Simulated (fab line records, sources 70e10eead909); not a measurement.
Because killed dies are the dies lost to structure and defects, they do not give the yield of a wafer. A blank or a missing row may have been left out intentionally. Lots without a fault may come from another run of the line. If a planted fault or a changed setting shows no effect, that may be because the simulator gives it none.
Chamber matching ; flow nand-harc ; NHARC_A_CHANNEL_FILL_D1_ALD_02 on ald-hk-04 has 4 sister chambers
The step deposits SiO2, target thk 6 nm, pulse time 10 s, ald cycles 60. 8 wafers are shown with their chamber, then 11 later ones without.

## WAFERS, EACH WITH ITS CHAMBER
wafer;chamber;heater-power-w (W);precursor-pulse-height-rel
L080.1;0;435;1.012
L082.1;1;400;1.020
L082.4;2;458;0.974
L082.5;3;539;1.012
L083.2;0;418;1.000
L083.4;1;389;1.001
L083.5;2;476;0.998
L085.2;3;546;1.000

## WAFERS WITHOUT THEIR CHAMBER
wafer;heater-power-w (W);precursor-pulse-height-rel
L085.3;393;0.979
L085.4;428;1.022
L091.2;474;1.022
L091.5;535;0.988
L091.6;433;0.962
L094.1;468;1.013
L094.2;422;0.992
L094.3;397;1.016
L095.2;541;1.014
L095.4;433;1.000
L095.5;475;0.975

## EACH ONE'S CHAMBER
wafer;from the rows above;in truth
L085.3;can't be placed: 1 or 0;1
L085.4;0;0
L091.2;can't be placed: 2 or 0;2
L091.5;3;3
L091.6;can't be placed: 0 or 2 or 1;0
L094.1;2;2
L094.2;can't be placed: 0 or 1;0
L094.3;1;1
L095.2;3;3
L095.4;0;0
L095.5;2;2
Placed correctly: 7 of 11. These rows do not allow placing 4 (true chamber among the candidates in 4). 0 placed wrongly.
How it was worked out, from the rows above alone: a wafer's distance from a chamber is the root of the sum, over the readings, of the square of ((its reading less the chamber's mean) divided by the reading's scatter). If the next closest chamber is less than 2 further off than the closest, the wafer can't be placed; otherwise it belongs to the closest. For every chamber, the mean is computed from those of its wafers that are shown. How the scatter is found: for the shown wafers, subtract from each reading the mean of its chamber, square and add these, divide the total by (wafers less chambers), then take the root.
